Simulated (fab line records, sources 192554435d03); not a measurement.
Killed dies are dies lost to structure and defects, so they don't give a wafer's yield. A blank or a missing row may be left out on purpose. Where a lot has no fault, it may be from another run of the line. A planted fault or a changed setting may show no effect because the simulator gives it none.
fab line records	flow n5Finfet
record: lots: 4	wafers: 11	lastDay: 18
route steps=1938 shown BEOL_M2@841 BEOL_M4@1111 PASSIVATION@1936
lots untouched by any fault: they come from a run of this same line in which no faults occurred
startH: the number of hours between the record's first day and the start of the first shown wafer of the lot	waitH: hours elapsed since this lot's preceding step	" unchanged from the row above	L1.1+2: a single row standing in for several wafers	- no value present, or no start provided	* or withheld: withheld	< > ~ a bound
route shown NAME@n: NAME is a module with steps in the file, n the number in the route of the first one	usual: mean/standard deviation taken from wafers without a fault	same: alike in all rows	chamber/n: place in a boat	sites: readings site by site	_std_site: standard deviation across them	_edge_site: inner sites' mean taken away from outer sites' mean	radiusMm: how far each site lies from the wafer's centre	mask NAME#n: copy n	behind: the most recent tool/chamber to have shaped the wafer	hold: why the lot went on hold/how many hours it stayed there/how the hold came to an end	device: whichever transistor did not switch (one of n, p or np)	end of line: the route-end tests of the same wafers	a step without rows: its recipe alone	killed: not the wafer's yield, but the dies lost to structure and defects at the first sort	map: per-die view of a wafer (x killed, . not killed, _ where there is no die)
set.NAME: setting as actually run; set.NAME@STEP: the setting as run at that earlier step	model.NAME: the simulator's own value behind a step, which no gauge read
certain route steps with their lots: each step a table, each wafer a row
services: from which hour (startH, from the record's first day; less than 0 if before it) a tool's chamber was out of use, for how many hours, and why
== steps ==
step: N5_BEOL_M2_ILD_DEP_00
recipe: material: SiOC	targetThkA: 790	tempC: 350	precursor: DEMS/O2	pressureTorr: 5	rfW: 500	timeS: 15.3
step: N5_BEOL_M2_PECVD_72
recipe: material: SiO2	targetThkA: 160	tempC: 400	precursor: TEOS/O2	pressureTorr: 5.5	rfW: 450	teosFlowSccm: 53.8	gas: O2	flowSccm: 3000	timeS: 18
step: N5_BEOL_M2_HM_DEP_02
recipe: material: TiN	targetThkA: 200	tempC: 25	chamberPressurePa: 0.49996
step: N5_BEOL_M2_COAT_61
recipe: resist: SOC	tempC: 250	timeS: 60	spinRpm: 1500	resistThkNm: 60
step: N5_BEOL_M2_COAT_62
recipe: resist: SiARC	tempC: 220	timeS: 60	spinRpm: 1500	resistThkNm: 12
step: N5_BEOL_M2_COAT_73
recipe: resist: underlayer	tempC: 205	timeS: 60	spinRpm: 1500	resistThkNm: 5
step: N5_BEOL_M2_COAT_05
recipe: resist: CAR-EUV	spinRpm: 1500	resistThkNm: 30
step: N5_BEOL_M2_EBR_07
recipe: solvent: PGMEA	ebrWidthMm: 1.5
step: N5_BEOL_M2_SOFTBAKE_06
recipe: tempC: 110	timeS: 60	resist: CAR-EUV
step: N5_BEOL_M2_EXPOSE_08
recipe: maskId: M2	na: 0.33	sourceShape: dipole	sigmaInner: 0.369	sigmaOuter: 0.767	polarization: unpolarized	doseMj: 41.25
lot.wafer	tool	chamber	startH	waitH	mask	model.BEOL_M2.overlayXNm
L792.1+5+6	euvScanner-02	0	184.37	-	M2#0	0
L797.1+3+5	euvScanner-02	0	223.86	-	M2#0	12.8
L800.3+4+5	euvScanner-02	0	232.92	-	M2#0	13.2
L804.1+2	euvScanner-01	0	267.43	-	M2#0	-1
step: N5_BEOL_M2_PEB_09
recipe: pebTempC: 100	pebTimeS: 60	resist: CAR-EUV
step: N5_BEOL_M2_DEVELOP_10
recipe: developTimeS: 30	developer: TMAH	resist: CAR-EUV	rinseLiquid: surfactantRinse	dry: airSpin	devTempC: 23
step: N5_BEOL_M2_OVL_MEAS_12
recipe: pointsPerWafer: 522
usual: M2_OVL: 0.4/0.73
lot.wafer	tool	chamber	startH	waitH	M2_OVL[nm]
L792.1	overlay-02	0	184.53	0.0	-0.5
L792.5	"	0	"	"	0.3
L792.6	"	0	"	"	0.8
L797.1	overlay-02	0	224.02	0.0	13.1
L797.3	"	0	"	"	12.8
L797.5	"	0	"	"	13.4
L800.3	overlay-01	0	233.08	0.0	11.9
L800.4	"	0	"	"	13.3
L800.5	"	0	"	"	13.8
L804.1	overlay-02	0	267.59	0.0	-0.5
L804.2	"	0	"	"	-0.7
step: N5_BEOL_M2_DESCUM_16
recipe: chemistry: O2	timeS: 7	sourcePowerW: 50	biasPowerW: 20	pressureMtorr: 20	rfFrequencyHz: 2.712e+07	tempC: 40	resist: CAR-EUV	o2FlowSccm: 225
step: N5_BEOL_M2_ETCH_74
recipe: chemistry: N2/H2	target: underlayer	targetDepthA: 65	maskMaterial: CAR-EUV	timeS: 5.2	ionEnergyEv: 200	pressureMtorr: 30	sourceW: 840	biasW: 150	n2FlowSccm: 200	h2FlowSccm: 200	ends: cleared
step: N5_BEOL_M2_ETCH_63
recipe: chemistry: CF4	target: SiARC	targetDepthA: 156	maskMaterial: CAR-EUV	timeS: 26	ionEnergyEv: 80	pressureMtorr: 40	sourceW: 545	biasW: 36	Ar_flow_sccm: 100	cf4FlowSccm: 100	ends: cleared
step: N5_BEOL_M2_ETCH_64
recipe: chemistry: N2/H2	target: SOC	targetDepthA: 750	overetchA: 225	maskMaterial: SiARC	tempC: 40	timeS: 121.9	ionEnergyEv: 200	pressureMtorr: 30	sourceW: 840	biasW: 150	n2FlowSccm: 200	h2FlowSccm: 200
step: N5_BEOL_M2_STRIP_65
recipe: chemistry: N2/H2	tempC: 40	n2FlowSccm: 200	h2FlowSccm: 200	rfFrequencyHz: 6e+07
step: N5_BEOL_M2_STRIP_75
recipe: chemistry: N2/H2	tempC: 40	n2FlowSccm: 200	h2FlowSccm: 200	rfFrequencyHz: 6e+07
step: N5_BEOL_M2_STRIP_66
recipe: chemistry: CF4	resist: SiARC	powerW: 300	biasPowerW: 75	pressureMtorr: 50	cf4FlowSccm: 150	rfFrequencyHz: 6e+07
step: N5_BEOL_M2_HM_OPEN_17
recipe: chemistry: Cl2/BCl3	targetDepthA: 200	overetchA: 60	target: TiN	maskMaterial: SOC	ionEnergyEv: 150	pressureMtorr: 10	icpW: 1000	biasW: 126	Cl2_flow_sccm: 53.25	bcl3FlowSccm: 21.75	Ar_flow_sccm: 25
step: N5_BEOL_M2_STRIP_19
recipe: chemistry: O2	powerW: 400	tempC: 40	pressureMtorr: 30	rfFrequencyHz: 6e+07	biasPowerW: 0	overashFraction: 0.2	o2FlowSccm: 225
step: N5_BEOL_M2_COAT_67
recipe: resist: SOC	tempC: 250	timeS: 60	spinRpm: 1500	resistThkNm: 60
step: N5_BEOL_M2_COAT_68
recipe: resist: SiARC	tempC: 220	timeS: 60	spinRpm: 1500	resistThkNm: 12
step: N5_BEOL_M2_COAT_76
recipe: resist: underlayer	tempC: 205	timeS: 60	spinRpm: 1500	resistThkNm: 5
step: N5_BEOL_M2_COAT_22
recipe: resist: CAR-EUV	spinRpm: 1500	resistThkNm: 30
step: N5_BEOL_M2_EBR_24
recipe: solvent: PGMEA	ebrWidthMm: 1.5
step: N5_BEOL_M2_SOFTBAKE_23
recipe: tempC: 110	timeS: 60	resist: CAR-EUV
step: N5_BEOL_M2_EXPOSE_25
recipe: maskId: V1	na: 0.33	sourceShape: quasar	sigmaInner: 0.2	sigmaOuter: 0.8	polarization: unpolarized	defocusNm: 5	doseMj: 63
step: N5_BEOL_M2_PEB_26
recipe: pebTempC: 100	pebTimeS: 60	resist: CAR-EUV
step: N5_BEOL_M2_DEVELOP_27
recipe: developTimeS: 30	developer: TMAH	resist: CAR-EUV	rinseLiquid: surfactantRinse	dry: airSpin	devTempC: 23
step: N5_BEOL_M2_DESCUM_33
recipe: chemistry: O2	timeS: 7	sourcePowerW: 50	biasPowerW: 20	pressureMtorr: 20	rfFrequencyHz: 2.712e+07	tempC: 40	resist: CAR-EUV	o2FlowSccm: 225
step: N5_BEOL_M2_ETCH_77
recipe: chemistry: N2/H2	target: underlayer	targetDepthA: 65	maskMaterial: CAR-EUV	timeS: 5.2	ionEnergyEv: 200	pressureMtorr: 30	sourceW: 840	biasW: 150	n2FlowSccm: 200	h2FlowSccm: 200	ends: cleared
step: N5_BEOL_M4_RC_MEAS_101
usual: DIBL_N: 36.5/2.1	DIBL_P: 36.6/2.6	IOFF_N: 0.17/0.044	IOFF_P: 0.21/0.048	ION_N: 674/17	ION_P: 462/9.5	SS_N: 71.6/0.77	SS_P: 73.5/0.72	VT_N: 250/4.2	VT_P: -250/3.9
lot.wafer	tool	chamber	startH	waitH	DIBL_N[mV/V]	DIBL_P[mV/V]	IOFF_N[nA/um]	IOFF_P[nA/um]	ION_N[uA/um]	ION_P[uA/um]	SS_N[mV/dec]	SS_P[mV/dec]	VT_N[mV]	VT_P[mV]
L792.1	prober-02	0	256.87	0.0	37.4	36.7	0.18	0.20	687	463	71.2	73.7	247	-252
L792.5	"	0	"	"	37.1	36.7	0.17	0.20	680	463	71.1	74.0	247	-252
L792.6	"	0	"	"	35.8	35.7	0.14	0.17	673	456	70.4	73.7	251	-257
L797.1	prober-02	0	299.86	0.0	37.1	37.3	0.15	0.19	649	446	71.8	73.7	250	-255
L797.3	"	0	"	"	36.4	39.2	0.17	0.23	682	463	71.4	74.4	249	-252
L797.5	"	0	"	"	34.2	35.2	0.13	0.18	664	459	71.0	73.3	253	-251
L800.3	prober-02	0	301.10	0.8	34.5	33.2	0.11	0.18	653	450	70.7	72.4	254	-252
L800.4	"	0	"	"	40.4	39.9	0.24	0.30	693	479	72.2	73.5	243	-246
L800.5	"	0	"	"	34.7	33.7	0.12	0.20	663	464	70.4	72.4	250	-249
L804.1	prober-01	0	317.21	0.0	33.9	34.1	0.10	0.14	656	449	71.3	73.0	256	-257
L804.2	"	0	"	"	38.8	40.4	0.18	0.23	672	456	72.6	74.4	252	-252
step: N5_PASSIVATION_PROBE_49
usual: defectLimitedYield: 91.2/1.5	killed_at_M0_to_M3: 36/10	killed_at_M4_up: 14/5.2	killedAtContacts: 12/6	killedAtFrontEnd: 37/10	killedAtOther: 4/3.3	killedDies: 104/18	killedOnRim: 14/4.1	killedOpen: 68/14	killedShort: 34/7.4	sort_bin_5_function: 5.2/1	sort_bin_6_memory: 3.3/0.7	sortNPass: 1076/18	sortYieldPct: 91.2/1.5
same: grossDies: 1180	killedAtBackSide: 0	sort_bin_4_leakage[%]: 0	sort_bin_8_speed[%]: 0
lot.wafer	tool	chamber	startH	waitH	defectLimitedYield[%]	killed_at_M0_to_M3	killed_at_M4_up	killedAtContacts	killedAtFrontEnd	killedAtOther	killedDies	killedOnRim	killedOpen	killedShort	sort_bin_5_function[%]	sort_bin_6_memory[%]	sortNPass	sortYieldPct[%]
L792.1	prober-01	-	377.98	0.0	91.4	30	11	13	42	5	101	11	69	29	4.9	3.3	1079	91.4
L792.5	prober-01	-	378.18	0.2	88.9	44	20	10	49	8	131	18	81	48	6.2	4.3	1049	88.9
L792.6	prober-01	-	378.23	0.3	90.8	37	17	9	40	5	108	21	62	43	6.3	2.6	1072	90.8
L800.3	prober-01	-	399.16	0.1	2.7	1091	11	11	31	4	1148	151	68	40	49.7	3.6	32	2.7
L800.4	prober-01	-	399.21	0.2	0.6	1124	14	2	28	5	1173	150	58	33	48.9	3.3	7	0.6
L800.5	prober-01	-	399.26	0.2	0.1	1111	3	7	50	8	1179	151	63	40	50.6	3.1	1	0.1
L797.1	prober-02	-	419.59	0.0	0.3	1110	9	15	41	1	1176	151	65	39	49.2	3.6	4	0.3
L797.3	prober-02	-	419.69	0.1	4.9	1046	9	28	31	8	1122	141	66	34	45.8	3.1	58	4.9
L797.5	prober-02	-	419.79	0.2	0.3	1097	17	23	33	6	1176	151	70	55	51.4	3.1	4	0.3
L804.1	prober-01	-	439.05	0.0	91.5	41	16	4	36	3	100	20	61	39	4.6	3.2	1080	91.5
L804.2	prober-01	-	439.10	0.1	92.2	24	8	7	44	9	92	12	49	38	5.1	2.4	1088	92.2
killed by level:class
L792.1 FIN_SAQP:geometricParticle:open=13 MOL_CONTACT_COAG:geometricParticle:open=11 BEOL_M0_SAQP:geometricParticle:open=8 FIN_SAQP:geometricParticle:short=7 STI_FIN_REVEAL:geometricParticle:open=7 BEOL_M0_SAQP:geometricParticle:short=6 BEOL_M2:geometricParticle:open=6 DUMMY_GATE:geometricParticle:open=5
L792.5 BEOL_M0_SAQP:geometricParticle:short=20 FIN_SAQP:geometricParticle:short=11 STI_FIN_REVEAL:geometricParticle:open=11 FIN_SAQP:geometricParticle:open=8 MOL_CONTACT_COAG:geometricParticle:open=8 BEOL_M4:geometricParticle:open=8 BEOL_M0_SAQP:geometricParticle:open=7 BEOL_M2:geometricParticle:open=7
L792.6 BEOL_M0_SAQP:geometricParticle:short=11 BEOL_M0_SAQP:geometricParticle:open=11 FIN_SAQP:geometricParticle:short=10 FIN_SAQP:geometricParticle:open=8 MOL_CONTACT_COAG:geometricParticle:open=8 BEOL_M3:geometricParticle:open=8 STARTING-WAFER:geometricParticle:short=8 BEOL_M4:geometricParticle:open=6
L800.3 BEOL_M2:overlay=1040 BEOL_M0_SAQP:geometricParticle:open=18 BEOL_M0_SAQP:geometricParticle:short=16 FIN_SAQP:geometricParticle:open=10 FIN_SAQP:geometricParticle:short=9 MOL_CONTACT_COAG:geometricParticle:open=9 BEOL_M3:geometricParticle:open=6 STI_FIN_REVEAL:geometricParticle:open=4
L800.4 BEOL_M2:overlay=1082 BEOL_M0_SAQP:geometricParticle:open=9 BEOL_M0_SAQP:geometricParticle:short=8 FIN_SAQP:geometricParticle:open=7 FIN_SAQP:geometricParticle:short=6 BEOL_M3:geometricParticle:open=6 BEOL_M4:geometricParticle:open=6 BEOL_M0:geometricParticle:open=5
L800.5 BEOL_M2:overlay=1061 HKMG_FIN:areaEtch=15 BEOL_M0_SAQP:geometricParticle:open=14 BEOL_M3:geometricParticle:open=10 FIN_SAQP:geometricParticle:short=9 BEOL_M0_SAQP:geometricParticle:short=9 FIN_SAQP:geometricParticle:open=7 MOL_CONTACT_COAG:geometricParticle:open=7
L797.1 BEOL_M2:overlay=1070 BEOL_M0_SAQP:geometricParticle:short=13 FIN_SAQP:geometricParticle:open=10 MOL_CONTACT_COAG:geometricParticle:open=10 BEOL_M0_SAQP:geometricParticle:open=8 FIN_SAQP:geometricParticle:short=5 MOL_CONTACT_COAG:geometricParticle:short=5 BEOL_M2:geometricParticle:open=5
L797.3 BEOL_M2:overlay=1020 MOL_CONTACT_COAG:geometricParticle:open=23 BEOL_M3:geometricParticle:short=7 STI_FIN_REVEAL:geometricParticle:open=6 BEOL_M2:geometricParticle:open=6 DUMMY_GATE:geometricParticle:open=5 MOL_CONTACT_COAG:geometricParticle:short=5 BEOL_M4:geometricParticle:open=4
L797.5 BEOL_M2:overlay=1051 BEOL_M0_SAQP:geometricParticle:open=16 MOL_CONTACT_COAG:geometricParticle:open=15 BEOL_M0_SAQP:geometricParticle:short=12 MOL_CONTACT_COAG:geometricParticle:short=8 BEOL_M3:geometricParticle:open=7 GATE_CUT:geometricParticle:short=5 BEOL_M5:geometricParticle:short=5
L804.1 DUMMY_GATE:geometricParticle:open=9 BEOL_M3:geometricParticle:open=9 STI_FIN_REVEAL:geometricParticle:open=8 BEOL_M0_SAQP:geometricParticle:short=8 BEOL_M0_SAQP:geometricParticle:open=6 FIN_SAQP:geometricParticle:short=5 BEOL_M1:geometricParticle:open=5 BEOL_M3:geometricParticle:short=5
L804.2 FIN_SAQP:geometricParticle:short=12 BEOL_M3:geometricParticle:open=9 DUMMY_GATE:geometricParticle:open=7 MOL_CONTACT_COAG:geometricParticle:open=6 STI_FIN_REVEAL:geometricParticle:open=5 BEOL_M0_SAQP:geometricParticle:short=5 STARTING-WAFER:geometricParticle:short=5 PASSIVATION:areaEtch=5
map L797.1 (x killed, . not)
_________________xxxx.xxxxxxx________________
______________xxxxxxxxxxxxxxxxxx_____________
___________xxxxxxxxxxxxxxxxxxxxxxxx__________
__________xxxxxxxxxxxxxxxxxxxxxxxxxx_________
________xxxxxxxxxxxxxxxxxxxxxxxxxxxxxx_______
_______xxxxxxxxxxxxxxxxxxxxxxxxxxxxxxxx______
______xxxxxxxxxxxxxxxxxxxxxxxxxxxxxxxxxx_____
_____xxxxxxxxxxxxxxxxxxxxxxxxxxxxxxxxxxxx____
____xxxxxxxxxxxxxxxxxxxxxxxxxxxxxxxxxxxxxx___
___xxxxxxxxxxxxxxxxxxxxxxxxxxxxxxxxxxxxxxxx__
___xxxxxxxxxxxxxxxxxxxxxxxxxxxxxxxxxxxxxxxx__
__xxxxxxxxxxxxxxxxxxxxxxxxxxxxxxxxxxxxxxxxxx_
__xxxxxxxxxxxxxxxxxxxxxxxxxxx.xxxxxxxxxxxxxx_
_xxxxxxxxxxxxxxxxxxxxxxx.xxxxxxxxxxxxxxxxxxxx
_xxxxxxxxxxxxxxxxxxxxxxxxxxxxxxxxxxxxxxxxxxxx
_xxxxxxxxxxxxxxxxxxxx.xxxxxxxxxxxxxxxxxxxxxxx
_xxxxxxxxxxxxxxxxxxxxxxxxxxxxxxxxxxxxxxxxxxxx
_xxxxxxxxxxxxxxxxxxxxxxxxxxxxxxxxxxxxxxxxxxxx
_xxxxxxxxxxxxxxxxxxxxxxxxxxxxxxxxxxxxxxxxxxxx
_xxxxxxxxxxxxxxxxxxxxxxxxxxxxxxxxxxxxxxxxxxxx
_xxxxxxxxxxxxxxxxxxxxxxxxxxxxxxxxxxxxxxxxxxxx
__xxxxxxxxxxxxxxxxxxxxxxxxxxxxxxxxxxxxxxxxxx_
__xxxxxxxxxxxxxxxxxxxxxxxxxxxxxxxxxxxxxxxxxx_
___xxxxxxxxxxxxxxxxxxxxxxxxxxxxxxxxxxxxxxxx__
___xxxxxxxxxxxxxxxxxxxxxxxxxxxxxxxxxxxxxxxx__
____xxxxxxxxxxxxxxxxxxxxxxxxxxxxxxxxxxxxxx___
_____xxxxxxxxxxxxxxxxxxxxxxxxxxxxxxxxxxxx____
______xxxxxxxxxxxxxxxxxxxxxxxxxxxxxxxxxx_____
_______xxxxxxxxxxxxxxxxxxxxxxxxxxxxxxxx______
________xxxxxxxxxxxxxxxxxxxxxxxxxxxxxx_______
__________xxxxxxxxxxxxxxxxxxxxxxxxxx_________
___________xxxxxxxxxxxxxxxxxxxxxxxx__________
______________xxxxxxxxxxxxxxxxxx_____________
_________________xxxxxxxxxxxx________________
map L800.5 (x killed, . not)
_________________xxxxxxxxxxxx________________
______________xxxxxxxxxxxxxxxxxx_____________
___________xxxxxxxxxxxxxxxxxxxxxxxx__________
__________xxxxxxxxxxxxxxxxxxxxxxxxxx_________
________xxxxxxxxxxxxxxxxxxxxxxxxxxxxxx_______
_______xxxxxxxxxxxxxxxxxxxxxxxxxxxxxxxx______
______xxxxxxxxxxxxxxxxxxxxxxxxxxxxxxxxxx_____
_____xxxxxxxxxxxxxxxxxxxxxxxxxxxxxxxxxxxx____
____xxxxxxxxxxxxxxxxxxxxxxxxxxxxxxxxxxxxxx___
___xxxxxxxxxxxxxxxxxxxxxxxxxxxxxxxxxxxxxxxx__
___xxxxxxxxxxxxxxxxxxxxxxxxxxxxxxxxxxxxxxxx__
__xxxxxxxxxxxxxxxxxxxxxxxxxxxxxxxxxxxxxxxxxx_
__xxxxxxxxxxxxxxxxxxxxxxxxxxxxxxxxxxxxxxxxxx_
_xxxxxxxxxxxxxxxxxxxxxxxxxxxxxxxxxxxxxxxxxxxx
_xxxxxxxxxxxxxxxxxxxxxxxxxxxxxxxxxxxxxxxxxxxx
_xxxxxxxxxxxxxxxxxxxxxxxxxxxxxxxxxxxxxxxxxxxx
_xxxxxxxxxxxxxxxxxxxxxxxxxxxxxxxxxxxxxxxxxxxx
_xxxxxxxxxxxxxxxxxxxxxxxxxxxxxxxxxxxxxxxxxxxx
_xxxxxxxxxxxxxxxxxxxxxxxxxxxxxxxxxxxxxxxxxxxx
_xxxxxxxxxxxxxxxxxxxxxxxxxxxxxxxxxxxxxxxxxxxx
_xxxxxxxxxxxxxxxxxxxxxxxxxxxxxxxxxxxxxxxxxxxx
__xxxxxxxxxxxxxxxxxxxxxxxxxxxxxxxxxxxxxxxxxx_
__xxxxxxxxxxxxxxxxxxxxxxxxxxxxxxxxxxxxxxxxxx_
___xxxxxxxxxxxxxxxxxxxxxxxxxxxxxxxxxxxxxxxx__
___xxxxxxxxxxxxxxxxxxxxxxxxxxxxxxxxxxxxxxxx__
____xxxxxxxxxxxxxxxxxxxxxxxxxxxxxxxxxxxxxx___
_____xxxxxxxxxxxxxxxxxxxxxxxxxxxxxxxxxxxx____
______xxxxxxxxxxxxxxxxxxxxxxxxxxxxxxxxxx_____
_______xxxxxxxxxxxxxxxxxxxxxxxxxxxxxxxx______
________xxxxxxxxxxxxxxxxxxxxxxxxxxxxxx_______
__________xxxxxxxxxxxxxxxxxxxxxxxxxx_________
___________xxxxxxxxxxxxxxxxxxxxxxxx__________
______________xx.xxxxxxxxxxxxxxx_____________
_________________xxxxxxxxxxxx________________
== services ==
tool	chamber	startH	hours	kind
euvScanner-01	-	169.38	1.0	pm
euvScanner-02	-	209.83	1.0	pm
euvScanner-01	0	216.25	-	calibration
euvScanner-01	-	225.53	1.0	pm
euvScanner-02	-	259.35	4.0	repair
euvScanner-02	-	263.37	4.6	pm
== key ==
firstSign: step: N5_BEOL_M2_OVL_MEAS_12	reading: M2_OVL	direction: up	sigmas: 17	usual: 0.4	struck: 13.1
effect: step: N5_PASSIVATION_PROBE_49	reading: killed_at_M0_to_M3	direction: up	sigmas: 99+	usual: 36	struck: 1096
modelEffect: step: N5_BEOL_M2_EXPOSE_08	value: BEOL_M2.overlayXNm	without: -0.1	struck: 13
moreKillsBornAt: N5_BEOL_M2_EXPOSE_08@euvScanner-02: 6324
metAt N5_BEOL_M2_EXPOSE_08
struckWafers L797.1,L797.3,L797.5,L800.3,L800.4,L800.5
baselineLoss: step: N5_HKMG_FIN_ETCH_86	wafers: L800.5
onsetBetween 184.37 223.86
fault: kind: scannerMatchingOverlay	tool: euvScanner-02	chamber: -	onsetH: 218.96	steps: N5_BEOL_M2_EXPOSE_08	offset: 13.187
baselineLoss: these wafers lose ten dies or more at that step, a loss of the line's own and not of a fault; the sort's usual values leave them out
